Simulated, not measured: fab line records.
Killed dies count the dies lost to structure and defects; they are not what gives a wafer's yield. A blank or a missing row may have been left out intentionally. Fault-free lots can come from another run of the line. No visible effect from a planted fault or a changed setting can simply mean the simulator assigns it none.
What tool caused it?    flow nand harc    23 lots with 69 wafers sampled at 6 steps, on a route of 1302 steps

## WHAT THE GAUGES SHOWED, per wafer
Not one reading of a measure or inspect step in the record can be checked against a usual standard deviation.

## WHAT TOOL EACH LOT RAN ON (gives the tool, then ch and the chambers of the sampled wafers, and finally the start)
lot   NHARC_A_STAIRCASE_CMP_472      NHARC_A_SGD_CUT_STRIP_17                       NHARC_A_WL_FILL_ALD_19               NHARC_A_CONTACT_DESCUM_47           NHARC_A_CONTACT_ETCH_115              NHARC_A_CONTACT_ETCH_78
L074  cmp-03 ch 0,2, day 19 01:16    rie diel-10 ch 0,2, day 20 23:37 or earlier    ald metal-03 ch 0,1, day 20 23:37    rie diel-13 ch 1,2, day 21 06:28    har cap etch-01 ch 0,1, day 21 08:59  rie diel-13 ch 2,3, no start
L075  cmp-03 ch 0,1,3, day 19 19:10  rie diel-05 ch 2,3, day 21 22:03 or earlier    ald metal-01 ch 1,3, day 21 22:03    rie diel-13 ch 0,1,3, day 22 08:01  har cap etch-03 ch 0,1, day 22 10:31  rie diel-04 ch 0,3, no start
L077  cmp-02 ch 1,2, day 19 19:16    rie diel-11 ch 0,2,3, day 21 15:17 or earlier  ald metal-02 ch 1,3, day 21 15:17    rie diel-08 ch 1,2,3, day 21 22:00  har cap etch-02 ch 1, day 22 00:35    rie diel-08 ch 0,1, no start
L076  cmp-02 ch 0,1,3, day 19 21:58  rie diel-05 ch 1,3, day 21 17:49 or earlier    ald metal-03 ch 0,1,3, day 21 17:49  rie diel-13 ch 0,1,3, day 22 01:35  har cap etch-03 ch 0,1, day 22 04:10  rie diel-13 ch 2,3, no start
L079  cmp-03 ch 0,1,2, day 20 17:15  rie diel-10 ch 0,1,2, day 22 16:40 or earlier  ald metal-01 ch 0,1,2, day 22 16:40  rie diel-13 ch 1,2,3, day 23 01:37  har cap etch-03 ch 0,1, day 23 04:26  rie diel-13 ch 0,2,3, no start
L078  cmp-04 ch 0,1,3, day 20 17:33  rie diel-11 ch 0,1,2, day 22 13:22 or earlier  ald metal-03 ch 0,1,2, day 22 13:22  rie diel-08 ch 0,1, day 22 22:20    har cap etch-01 ch 0,1, day 23 00:59  rie diel-13 ch 1,2,3, no start
L080  cmp-03 ch 1,2, day 21 10:34    rie diel-10 ch 0,1,3, day 23 10:52 or earlier  ald metal-03 ch 0,3, day 23 10:52    rie diel-13 ch 0,2,3, day 23 18:58  har cap etch-03 ch 0,1, day 23 21:33  rie diel-04 ch 1,3, no start
L081  cmp-04 ch 0,2,3, day 21 10:43  rie diel-11 ch 0,2,3, day 23 10:50 or earlier  ald metal-02 ch 0,2,3, day 23 10:50  rie diel-13 ch 0,2,3, day 23 17:26  har cap etch-02 ch 0,1, day 23 19:58  rie diel-13 ch 0,2,3, no start
L082  cmp-03 ch 0,2,3, day 22 04:41  rie diel-05 ch 0,3, day 24 01:58 or earlier    ald metal-03 ch 0,2, day 24 01:58    rie diel-08 ch 1,3, day 24 13:38    har cap etch-03 ch 0,1, day 24 16:13  rie diel-04 ch 0,1,2, no start
L083  cmp-04 ch 2,3, day 22 04:58    rie diel-11 ch 2,3, day 24 01:55 or earlier    ald metal-02 ch 0,2, day 24 01:55    rie diel-13 ch 0,2, day 24 13:30    har cap etch-01 ch 0,1, day 24 16:26  rie diel-13 ch 0,2,3, no start
L084  cmp-03 ch 0,3, day 23 10:59    rie diel-10 ch 0,3, day 25 08:11 or earlier    ald metal-02 ch 1,2,3, day 25 08:11  rie diel-04 ch 0,2,3, day 25 15:01  har cap etch-01 ch 0,1, day 25 17:33  rie diel-04 ch 0,1, no start
L085  cmp-03 ch 0,1,2, day 23 12:59  rie diel-11 ch 0,3, day 25 08:08 or earlier    ald metal-03 ch 0,1, day 25 08:08    rie diel-08 ch 1,2, day 25 14:42    har cap etch-03 ch 0,1, day 25 17:35  rie diel-13 ch 1,2,3, no start
L087  cmp-04 ch 0,1,3, day 24 15:36  rie diel-10 ch 0,3, day 26 14:05 or earlier    ald metal-01 ch 0,3, day 26 14:05    rie diel-13 ch 2,3, day 26 21:23    har cap etch-03 ch 0,1, day 26 23:57  rie diel-08 ch 1,2,3, no start
L089  cmp-02 ch 0,2,3, day 25 04:14  rie diel-05 ch 0,1,2, day 27 03:40 or earlier  ald metal-03 ch 0,2,3, day 27 03:40  rie diel-13 ch 1,2, day 27 10:22    har cap etch-03 ch 1, day 27 13:20    rie diel-13 ch 0,2,3, no start
L088  cmp-03 ch 1,3, day 25 04:22    rie diel-10 ch 1,2,3, day 27 03:40 or earlier  ald metal-02 ch 0,1,2, day 27 03:40  rie diel-13 ch 0,1,2, day 27 10:32  har cap etch-02 ch 0,1, day 27 14:01  rie diel-08 ch 0,1,3, no start
L091  cmp-04 ch 0,2,3, day 25 16:01  rie diel-11 ch 0,1, day 27 13:55 or earlier    ald metal-03 ch 0,1,2, day 27 13:55  rie diel-08 ch 0,3, day 27 20:47    har cap etch-02 ch 0, day 27 23:20    rie diel-08 ch 1,2,3, no start
L090  cmp-02 ch 0,1,3, day 25 16:16  rie diel-10 ch 0,1,2, day 27 13:52 or earlier  ald metal-02 ch 0,1,2, day 27 13:52  rie diel-13 ch 1,3, day 27 20:29    har cap etch-03 ch 0,1, day 27 23:20  rie diel-13 ch 1,3, no start
L092  cmp-04 ch 1,3, day 25 16:48    rie diel-11 ch 2,3, day 27 13:55 or earlier    ald metal-01 ch 0,2,3, day 27 13:55  rie diel-04 ch 1,2,3, day 27 20:58  har cap etch-01 ch 1, day 27 23:53    rie diel-13 ch 1,3, no start
L093  cmp-04 ch 1,2, day 26 21:10    rie diel-05 ch 0,2, day 28 22:58 or earlier    ald metal-02 ch 0,1,3, day 28 22:58  rie diel-13 ch 0,2,3, day 29 07:35  har cap etch-01 ch 0,1, day 29 10:11  rie diel-04 ch 0,2,3, no start
L094  cmp-03 ch 0,3, day 27 07:53    rie diel-10 ch 0,2, day 29 06:49 or earlier    ald metal-01 ch 0,1, day 29 06:49    rie diel-08 ch 0,1,3, day 29 13:37  har cap etch-03 ch 0,1, day 29 16:31  rie diel-04 ch 0,1,3, no start
L095  cmp-03 ch 2,3, day 27 17:58    rie diel-05 ch 0,1, day 29 16:49 or earlier    ald metal-01 ch 0,1, day 29 16:49    rie diel-13 ch 0,1, day 29 23:32    har cap etch-01 ch 0,1, day 30 02:04  rie diel-04 ch 0,3, no start
L096  cmp-03 ch 0,2,3, day 28 21:32  rie diel-10 ch 1,2,3, day 30 18:03 or earlier  ald metal-03 ch 0,1,2, day 30 18:03  rie diel-13 ch 0,2,3, day 31 00:41  har cap etch-03 ch 0,1, day 31 03:16  rie diel-04 ch 0,1, no start
L097  cmp-04 ch 0,2,3, day 29 00:58  rie diel-10 ch 0,1,2, day 30 17:59 or earlier  ald metal-02 ch 0,1,2, day 30 17:59  rie diel-08 ch 0,2,3, day 31 00:51  har cap etch-02 ch 0,1, day 31 03:42  rie diel-13 ch 0,2, no start
- NHARC_A_STAIRCASE_CMP_472: polishes SiO2.
- NHARC_A_SGD_CUT_STRIP_17: strips in O2.
- NHARC_A_WL_FILL_ALD_19: deposits TiN, target thk 2 nm, pulse time 3 s, ald cycles 100.
- NHARC_A_CONTACT_DESCUM_47: chemistry O2, time 3 s.
- NHARC_A_CONTACT_ETCH_115: etches the open film in C4F8/O2/Ar, time 190 s, target depth 1850 nm.
- NHARC_A_CONTACT_ETCH_78: etches the open film in O2/COS, target depth 5300 nm, time 1378 s.

## AS READ BY THE TOOLS THEMSELVES (means over the sampled wafers that have a number; for cases with no such wafer, the mark the record gives instead)
NHARC_A_STAIRCASE_CMP_472. Usual: motor current A 11.5 A, standard deviation 1.5; pad life wafers 212, standard deviation 120.
lot   tool    motor current A (A)  pad life wafers  flag
L074  cmp-03  12.1                 301              
L075  cmp-03  11.9                 379              
L077  cmp-02  12.5                 78               
L076  cmp-02  11.4                 98               
L079  cmp-03  11.6                 49               
L078  cmp-04  11.6                 266              
L080  cmp-03  11.3                 109              
L081  cmp-04  11.3                 338              
L082  cmp-03  12.0                 188              
L083  cmp-04  10.9                 8                
L084  cmp-03  11.9                 314              
L085  cmp-03  11.8                 332              
L087  cmp-04  12.2                 231              
L089  cmp-02  12.8                 188              
L088  cmp-03  10.5                 97               
L091  cmp-04  11.2                 338              
L090  cmp-02  11.5                 259              
L092  cmp-04  12.7                 344              
L093  cmp-04  10.3                 50               
L094  cmp-03  11.6                 330              
L095  cmp-03  10.8                 372              
L096  cmp-03  12.0                 38               
L097  cmp-04  11.4                 266              

NHARC_A_SGD_CUT_STRIP_17. Usual: chamber pressure mTorr 60.00 mTorr, standard deviation 0.057; drypump motor current A 5.60 A, standard deviation 0.28; oes product au 1.005 a.u., standard deviation 0.011; rf vpp V 57.7 V, standard deviation 0.95; showerhead plenum p Torr 3.53 Torr, standard deviation 0.13; throttle valve pct 17.036 %, standard deviation 0.0086.
lot   tool         chamber pressure mTorr (mTorr)  drypump motor current A (A)  oes product au (a.u.)  rf vpp V (V)  showerhead plenum p Torr (Torr)  throttle valve pct (%)  flag
L074  rie diel-10  60.02                           5.37                         1.004                  57.4          3.44                             17.035                  
L075  rie diel-05  59.99                           5.58                         1.011                  57.4          3.40                             17.042                  
L077  rie diel-11  59.99                           5.57                         1.004                  58.1          3.63                             17.039                  
L076  rie diel-05  59.90                           5.63                         1.006                  57.2          3.43                             17.036                  
L079  rie diel-10  59.98                           5.40                         1.005                  58.3          3.55                             17.034                  
L078  rie diel-11  60.02                           5.58                         1.009                  59.4          3.63                             17.040                  
L080  rie diel-10  59.99                           5.45                         1.001                  57.8          3.56                             17.033                  
L081  rie diel-11  60.02                           5.57                         1.006                  57.9          3.63                             17.027                  
L082  rie diel-05  60.04                           5.48                         1.007                  57.9          3.44                             17.033                  
L083  rie diel-11  59.98                           5.48                         1.005                  58.2          3.68                             17.033                  
L084  rie diel-10  60.04                           5.27                         0.988                  56.5          3.43                             17.036                  
L085  rie diel-11  60.02                           5.82                         1.012                  57.7          3.64                             17.037                  
L087  rie diel-10  59.97                           5.46                         0.997                  57.8          3.48                             17.036                  
L089  rie diel-05  59.98                           5.78                         1.005                  57.8          3.40                             17.031                  
L088  rie diel-10  60.03                           5.61                         1.011                  58.0          3.59                             17.030                  
L091  rie diel-11  60.03                           5.82                         0.993                  57.1          3.63                             17.041                  
L090  rie diel-10  59.99                           5.42                         1.006                  58.1          3.54                             17.036                  
L092  rie diel-11  60.00                           5.50                         1.011                  58.5          3.68                             17.033                  
L093  rie diel-05  59.95                           5.74                         0.999                  56.9          3.37                             17.038                  
L094  rie diel-10  59.96                           5.38                         1.013                  57.4          3.44                             17.037                  
L095  rie diel-05  60.01                           5.67                         1.012                  56.3          3.44                             17.036                  
L096  rie diel-10  60.03                           5.60                         1.013                  58.9          3.58                             17.034                  
L097  rie diel-10  60.04                           5.41                         1.005                  57.6          3.54                             17.039                  

NHARC_A_WL_FILL_ALD_19. Usual: heater power w 1089 W, standard deviation 99; precursor pulse height rel 1.000, standard deviation 0.02.
lot   tool          heater power w (W)  precursor pulse height rel  flag
L074  ald metal-03  1221                1.000                       
L075  ald metal-01  1042                0.999                       
L077  ald metal-02  1120                1.005                       
L076  ald metal-03  1121                0.995                       
L079  ald metal-01  1008                1.013                       
L078  ald metal-03  1179                1.000                       
L080  ald metal-03  1197                1.013                       
L081  ald metal-02  1065                0.978                       
L082  ald metal-03  1255                0.983                       
L083  ald metal-02  1047                0.992                       
L084  ald metal-02  1114                1.034                       
L085  ald metal-03  1093                0.989                       
L087  ald metal-01  1071                1.000                       
L089  ald metal-03  1178                0.989                       
L088  ald metal-02  1064                0.988                       
L091  ald metal-03  1162                1.009                       
L090  ald metal-02  1076                0.999                       
L092  ald metal-01  1042                1.011                       
L093  ald metal-02  1087                0.990                       
L094  ald metal-01  1077                1.008                       
L095  ald metal-01  1073                0.984                       
L096  ald metal-03  1174                1.005                       
L097  ald metal-02  1059                1.003                       

NHARC_A_CONTACT_DESCUM_47. Usual: chamber pressure mTorr 59.99 mTorr, standard deviation 0.058; drypump motor current A 5.7 A, standard deviation 0.47; oes product au 0.997 a.u., standard deviation 0.011; rf vpp V 57.8 V, standard deviation 0.89; showerhead plenum p Torr 1.94 Torr, standard deviation 0.068; throttle valve pct 11.311 %, standard deviation 0.0084.
lot   tool         chamber pressure mTorr (mTorr)  drypump motor current A (A)  oes product au (a.u.)  rf vpp V (V)  showerhead plenum p Torr (Torr)  throttle valve pct (%)  flag
L074  rie diel-13  59.99                           5.7                          0.989                  57.5          1.89                             11.310                  
L075  rie diel-13  59.99                           5.8                          1.001                  57.7          1.95                             11.313                  
L077  rie diel-08  60.00                           5.8                          1.003                  57.6          2.00                             11.312                  
L076  rie diel-13  59.99                           5.8                          1.005                  57.9          1.95                             11.315                  
L079  rie diel-13  60.04                           5.4                          0.987                  58.1          1.93                             11.310                  
L078  rie diel-08  60.00                           6.0                          1.002                  57.6          2.00                             11.310                  
L080  rie diel-13  60.00                           5.4                          0.998                  57.9          1.93                             11.314                  
L081  rie diel-13  60.01                           5.4                          0.987                  57.9          1.93                             11.305                  
L082  rie diel-08  59.97                           5.8                          0.998                  58.3          2.04                             11.314                  
L083  rie diel-13  59.98                           5.2                          1.007                  56.9          1.88                             11.319                  
L084  rie diel-04  59.98                           6.0                          0.996                  57.8          1.91                             11.313                  
L085  rie diel-08  60.01                           5.7                          0.989                  58.2          1.95                             11.313                  
L087  rie diel-13  60.03                           5.0                          0.998                  58.3          1.91                             11.318                  
L089  rie diel-13  60.02                           5.7                          0.993                  57.9          1.88                             11.310                  
L088  rie diel-13  59.96                           5.7                          0.987                  57.2          1.90                             11.306                  
L091  rie diel-08  60.02                           6.1                          0.995                  58.5          1.95                             11.307                  
L090  rie diel-13  59.97                           5.8                          0.986                  58.0          1.93                             11.309                  
L092  rie diel-04  59.97                           5.9                          0.998                  57.0          1.85                             11.320                  
L093  rie diel-13  59.98                           5.4                          0.998                  57.6          1.93                             11.305                  
L094  rie diel-08  60.04                           6.0                          0.998                  57.2          1.99                             11.305                  
L095  rie diel-13  59.99                           6.1                          1.001                  57.5          1.92                             11.308                  
L096  rie diel-13  60.01                           5.4                          1.003                  58.3          1.93                             11.310                  
L097  rie diel-08  59.91                           5.9                          0.995                  58.1          1.94                             11.321                  

NHARC_A_CONTACT_ETCH_115. Usual: chamber pressure mTorr 20.000 mTorr, standard deviation 0.019.
lot   tool             chamber pressure mTorr (mTorr)  flag
L074  har cap etch-01  19.999                          
L075  har cap etch-03  19.996                          
L077  har cap etch-02  20.014                          
L076  har cap etch-03  20.003                          
L079  har cap etch-03  20.004                          
L078  har cap etch-01  20.011                          
L080  har cap etch-03  19.999                          
L081  har cap etch-02  19.999                          
L082  har cap etch-03  20.010                          
L083  har cap etch-01  19.989                          
L084  har cap etch-01  19.994                          
L085  har cap etch-03  19.985                          
L087  har cap etch-03  19.976                          
L089  har cap etch-03  19.996                          
L088  har cap etch-02  20.011                          
L091  har cap etch-02  19.990                          
L090  har cap etch-03  20.016                          
L092  har cap etch-01  20.007                          
L093  har cap etch-01  20.000                          
L094  har cap etch-03  20.006                          
L095  har cap etch-01  20.017                          
L096  har cap etch-03  19.994                          
L097  har cap etch-02  19.994                          

NHARC_A_CONTACT_ETCH_78. Usual: chamber pressure mTorr 19.999 mTorr, standard deviation 0.019; drypump motor current A 5.8 A, standard deviation 0.48; oes product au 0.999 a.u., standard deviation 0.011; rf vpp V 314.7 V, standard deviation 1.8; showerhead plenum p Torr 3.15 Torr, standard deviation 0.12; throttle valve pct 28.331 %, standard deviation 0.0095.
lot   tool         chamber pressure mTorr (mTorr)  drypump motor current A (A)  oes product au (a.u.)  rf vpp V (V)  showerhead plenum p Torr (Torr)  throttle valve pct (%)  flag
L074  rie diel-13  20.016                          5.2                          1.007                  316.4         3.19                             28.334                  
L075  rie diel-04  19.992                          6.2                          0.985                  315.5         3.20                             28.329                  
L077  rie diel-08  19.992                          6.0                          1.010                  315.3         3.26                             28.330                  
L076  rie diel-13  20.001                          5.1                          0.987                  314.9         3.19                             28.333                  
L079  rie diel-13  19.999                          5.5                          1.000                  315.0         3.15                             28.327                  
L078  rie diel-13  20.006                          5.4                          0.990                  314.7         3.14                             28.330                  
L080  rie diel-04  19.999                          6.1                          0.995                  315.0         3.10                             28.334                  
L081  rie diel-13  19.988                          5.4                          1.001                  315.0         3.15                             28.324                  
L082  rie diel-04  20.006                          5.9                          1.000                  313.8         3.10                             28.325                  
L083  rie diel-13  20.004                          5.4                          1.003                  315.0         3.15                             28.330                  
L084  rie diel-04  19.994                          6.0                          1.006                  315.0         3.15                             28.328                  
L085  rie diel-13  20.011                          5.5                          0.987                  314.5         3.13                             28.331                  
L087  rie diel-08  20.000                          5.8                          1.004                  315.6         3.24                             28.334                  
L089  rie diel-13  19.989                          5.4                          0.991                  315.1         3.14                             28.334                  
L088  rie diel-08  19.972                          6.0                          1.011                  316.2         3.24                             28.326                  
L091  rie diel-08  20.008                          5.8                          0.992                  316.3         3.23                             28.337                  
L090  rie diel-13  20.001                          5.6                          0.989                  315.7         3.20                             28.330                  
L092  rie diel-13  19.987                          5.6                          0.995                  315.0         3.21                             28.329                  
L093  rie diel-04  19.994                          6.0                          1.009                  314.4         3.10                             28.326                  
L094  rie diel-04  20.005                          6.1                          1.001                  314.1         3.15                             28.330                  
L095  rie diel-04  19.980                          6.1                          1.007                  315.1         3.17                             28.326                  
L096  rie diel-04  20.009                          6.0                          0.999                  314.4         3.13                             28.334                  
L097  rie diel-13  20.007                          5.7                          1.009                  313.3         3.10                             28.338                  

## THE ANSWER, worked out from the rows above alone
Rule: a lot counts as off when the mean over its wafers that have a number is more than 3 standard deviations away from the usual mean. Also off: a lot with no number at a reading for which 4 or more lots have one. The other lots that the step has rows for count as sound. The gauges are gone through in route order, then the tools' own readings, and for those a lot's mean is taken as printed above. The first step at which some lot is off is used, and at that step the reading that is off furthest; a lot without a number counts as furthest.
No lot is off at any reading shown: from this, nothing can be told.

## WHAT WAS PUT IN BY THE SIMULATOR
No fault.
